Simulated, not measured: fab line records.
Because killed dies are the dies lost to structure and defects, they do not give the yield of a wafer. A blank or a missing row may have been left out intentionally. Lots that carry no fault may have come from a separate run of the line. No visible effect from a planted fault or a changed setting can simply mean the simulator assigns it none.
Split-lot experiment	flow n5 finfet	7 lots, 39 wafers read, on a route of 1938 steps

== THE SPLIT ITSELF ==
At N5_BEOL_M6_DEP_56 (deposits SiCN from 3MS/NH3, target thk 10 nm, time 17.5 s), the setting time s was moved away from the recipe's 17.5 s on 15 of the 39 wafers read, by -43.7% to +48.8%. The other wafers ran this setting at the recipe's value.

Reading taken at the split's own step.

== THE READING ==
SiCN_of_BEOL_M6_DEP_56.thk nm (the simulator's own value, which no gauge read), in nm, at N5_BEOL_M6_DEP_56 (deposits SiCN from 3MS/NH3, target thk 10 nm, time 17.5 s). There is no usual value for it anywhere in the file. The 24 wafers here that ran the recipe average 9.9 nm, standard deviation 0.15 nm.

wafer	tool, chamber at the split	time s as run, s	against the recipe	SiCN_of_BEOL_M6_DEP_56.thk nm, nm	against lot-mates on the recipe
L076.1	pecvd-04, 1,2	17.5	recipe	9.8	-
L076.2	pecvd-04, 1,2	17.5	recipe	9.8	-
L076.3	pecvd-04, 0	17.5	recipe	10	-
L076.4	pecvd-04, 1,0,2	13.04	-25.5%	7.4	-2.5
L076.5	pecvd-04, 1,0,2	13.04	-25.5%	7.4	-2.5
L076.6	pecvd-04, 1,0,2	13.04	-25.5%	7.4	-2.5
L079.1	pecvd-01, 0,2,2	10.97	-37.3%	6.4	-3.7
L079.2	pecvd-01, 0,2,2	10.97	-37.3%	6.4	-3.7
L079.4	pecvd-01, 0,2,2	10.97	-37.3%	6.4	-3.7
L079.3	pecvd-01, 1,0	17.5	recipe	10	-
L079.6	pecvd-01, 1,0	17.5	recipe	10	-
L079.5	pecvd-01, 1	17.5	recipe	10.2	-
L083.1	pecvd-04, 1,1,0	17.5	recipe	10.2	-
L083.4	pecvd-04, 1,1,0	17.5	recipe	10.2	-
L083.6	pecvd-04, 1,1,0	17.5	recipe	10.2	-
L084.1	pecvd-02, 2	26.04	+48.8%	14.4	+4.5
L084.2	pecvd-02, 0	17.5	recipe	9.8	-
L084.3	pecvd-02, 1,2	17.5	recipe	10	-
L084.6	pecvd-02, 1,2	17.5	recipe	10	-
L084.4	pecvd-02, 0,1	26.04	+48.8%	14.8	+4.9
L084.5	pecvd-02, 0,1	26.04	+48.8%	14.8	+4.9
L091.1	pecvd-01, 1,2,0	17.5	recipe	9.8	-
L091.2	pecvd-01, 1,2,0	17.5	recipe	9.8	-
L091.3	pecvd-01, 1,2,0	17.5	recipe	9.8	-
L091.4	pecvd-01, 0	9.849	-43.7%	5.4	-4.4
L091.5	pecvd-01, 2,1	9.849	-43.7%	5.6	-4.2
L091.6	pecvd-01, 2,1	9.849	-43.7%	5.6	-4.2
L094.1	pecvd-01, 0,2	17.5	recipe	9.8	-
L094.2	pecvd-01, 0,2	17.5	recipe	9.8	-
L094.3	pecvd-01, 1	20.77	+18.7%	11.6	+1.7
L094.4	pecvd-01, 0	17.5	recipe	10	-
L094.5	pecvd-01, 2,1	20.77	+18.7%	11.8	+1.9
L094.6	pecvd-01, 2,1	20.77	+18.7%	11.8	+1.9
L096.1	pecvd-04, 1,2,2	17.5	recipe	9.8	-
L096.2	pecvd-04, 1,2,2	17.5	recipe	9.8	-
L096.5	pecvd-04, 1,2,2	17.5	recipe	9.8	-
L096.3	pecvd-04, 0,1,0	17.5	recipe	10	-
L096.4	pecvd-04, 0,1,0	17.5	recipe	10	-
L096.6	pecvd-04, 0,1,0	17.5	recipe	10	-
Rows listing several chambers each stand for several wafers; the file does not say which wafer went through which chamber.

THE FIT
A straight line over all 39 wafers: SiCN_of_BEOL_M6_DEP_56.thk nm changes by +0.0977 nm for each +1% of time s; r = +1.00; the points scatter about the line by 0.14 nm.
The same after taking each lot's own level away (the mean of its wafers on the recipe; 39 wafers): +0.0976 nm for each +1%; r = +1.00; scatter 0.096 nm.
According to that fit, moving time s by its largest amount changes the reading by 4.8 nm.
The span of the lots' own levels, 9.80 to 10.20 nm, comes to 2.7 times the standard deviation stated above.
The two slopes are in agreement: the lot-to-lot level therefore moves the slope only a little.
Check: for one of the wafers moved furthest among these (+48.8%), held out of the fit, the line's prediction against its lot-mates is +4.82 nm. It came out at +4.47 nm against them.

== THESE WAFERS: OTHER SPLITS ==
Before the reading, these wafers also passed through other splits. Each is held against what the fit with the lots' levels taken away leaves over:
other split on the same wafers	wafers away from the commonest value	r with SiCN_of_BEOL_M6_DEP_56.thk nm (lot level and that fit taken away)
N5_FIN_SAQP_SPACER1_ALD_24 ald cycles	15	-0.01
N5_MOL_CONTACT_COAG_ALD_27 ald cycles	15	+0.12
N5_BEOL_M3_VIA_ETCH_34 target depth a	18	+0.08
N5_BEOL_M4_DESCUM_16 time s	18	-0.14

== THE FILE'S OWN FIT ==
SiCN_of_BEOL_M6_DEP_56.thk nm changes by +0.0976 nm for each +1% of time s, r = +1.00.
